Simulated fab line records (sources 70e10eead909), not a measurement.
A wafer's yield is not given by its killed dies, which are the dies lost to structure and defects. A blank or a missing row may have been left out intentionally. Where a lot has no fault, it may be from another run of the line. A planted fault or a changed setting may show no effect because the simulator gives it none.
A struck lot beside a sound one :: flow nand harc :: 14 out of 1302 route steps
Sound: the wafers L556.2, L556.4, L556.6. Struck: wafer L570.5 (L570.2, L570.6, from the same lot, were not struck and are left out); the cause is given at the end.
At each step with rows: each side's tool, then ch and its chambers, then its first start. Under that, the readings that differ: sound wafers :: struck wafers :: difference of the means :: sigmas: that difference in standard deviations of wafers without a fault.
alike: a reading whose means differ by less than 2 such deviations, as well as words and numbers matching on both sides. not compared: withheld readings; readings where some wafer has no value; bounds like >300 that might hide an equal value; numbers whose values overlap and for which the record gives no deviation.
The two part at a step that has a row with sigmas, a row that says differs or no value, or rows on one side only. Non-overlapping numbers with no deviation appear without sigmas and do not part them. Lack of a reading on every wafer of one side parts them only where that side has two or more wafers.

NHARC_A_STAIRCASE_TRIM_187: chemistry O2, time 211.2 s.
  sound on rie diel-06 ch 0,1, day 18 05:19; struck on rie diel-03 ch 2, day 24 14:52
reading: rf vpp V (V)
sound: 58.5 56.8 56.9
struck: 59.9
difference: +2.5
sigmas: +3
  alike: drypump motor current A, oes product au, showerhead plenum p Torr, throttle valve pct
  not compared: rf hours counter h
then, 3 steps without rows for these wafers: NHARC_A_STAIRCASE_ETCH_188 (etches the open film in C4F8/O2, target depth 100 nm, time 40.5 s); NHARC_A_STAIRCASE_TRIM_189 (chemistry O2, time 211.2 s); NHARC_A_STAIRCASE_ETCH_190 (etches the open film in C4F8/O2, target depth 100 nm, time 40.5 s).
NHARC_A_STAIRCASE_TRIM_191: chemistry O2, time 211.2 s.
  sound on rie diel-06 ch 0,1,2; struck on rie diel-03 ch 3
  alike: drypump motor current A, oes product au, rf vpp V, showerhead plenum p Torr, throttle valve pct
  not compared: rf hours counter h
NHARC_A_STAIRCASE_ETCH_192: etches the open film in C4F8/O2, target depth 100 nm, time 40.5 s.
  sound on rie diel-06 ch 0,1,3; struck on rie diel-03 ch 0
  alike: oes product au, rf vpp V, run length s
  not compared: rf hours counter h
then, 1 step without rows for these wafers: NHARC_A_STAIRCASE_TRIM_193 (chemistry O2, time 211.2 s).
NHARC_A_STAIRCASE_ETCH_194: etches the open film in C4F8/O2, target depth 100 nm, time 40.5 s.
  sound on rie diel-06 ch 1,2; struck on rie diel-03 ch 1
  alike: oes product au, rf vpp V, run length s
  not compared: rf hours counter h
NHARC_A_STAIRCASE_TRIM_196: chemistry O2, time 211.2 s.
  sound on rie diel-02 ch 1,2,3, day 18 07:00; struck on rie diel-02 ch 0, day 24 16:44
reading: showerhead plenum p Torr (Torr)
sound: 3.80 3.65 3.55
struck: 3.28
difference: -0.39
sigmas: -2
  alike: drypump motor current A, oes product au, rf vpp V, throttle valve pct
  not compared: rf hours counter h
then, 2 steps without rows for these wafers: NHARC_A_STAIRCASE_ETCH_197 (etches the open film in C4F8/O2, target depth 100 nm, time 40.5 s); NHARC_A_STAIRCASE_TRIM_198 (chemistry O2, time 211.2 s).
NHARC_A_STAIRCASE_ETCH_199: etches the open film in C4F8/O2, target depth 100 nm, time 40.5 s.
  sound on rie diel-02 ch 1,2,3, day 18 07:28; struck on rie diel-02 ch 0, day 24 17:16
reading: rf vpp V (V)
sound: 907 898 899
struck: 887
difference: -14
sigmas: -2

reading: run length s (s)
sound: 61.6 62.7 62.3
struck: 47.2
difference: -15.0
sigmas: -41
  alike: oes product au
  not compared: rf hours counter h
then, 1 step without rows for these wafers: NHARC_A_STAIRCASE_TRIM_200 (chemistry O2, time 211.2 s).
-- break in the record here, with 9 days between the starts of the struck wafers on either side (left off in module A_STAIRCASE, picked up again in module END, where the first step shown is number 1302 on the route) --
NHARC_END_SORT_01:
  the record has rows for the struck wafers here (prober-02 ch 0, day 33 07:35) and none for the sound ones

== WHERE THEY PART ==
First at NHARC_A_STAIRCASE_TRIM_187; last, within this record, at NHARC_END_SORT_01.

WHY: the cause the simulator had injected
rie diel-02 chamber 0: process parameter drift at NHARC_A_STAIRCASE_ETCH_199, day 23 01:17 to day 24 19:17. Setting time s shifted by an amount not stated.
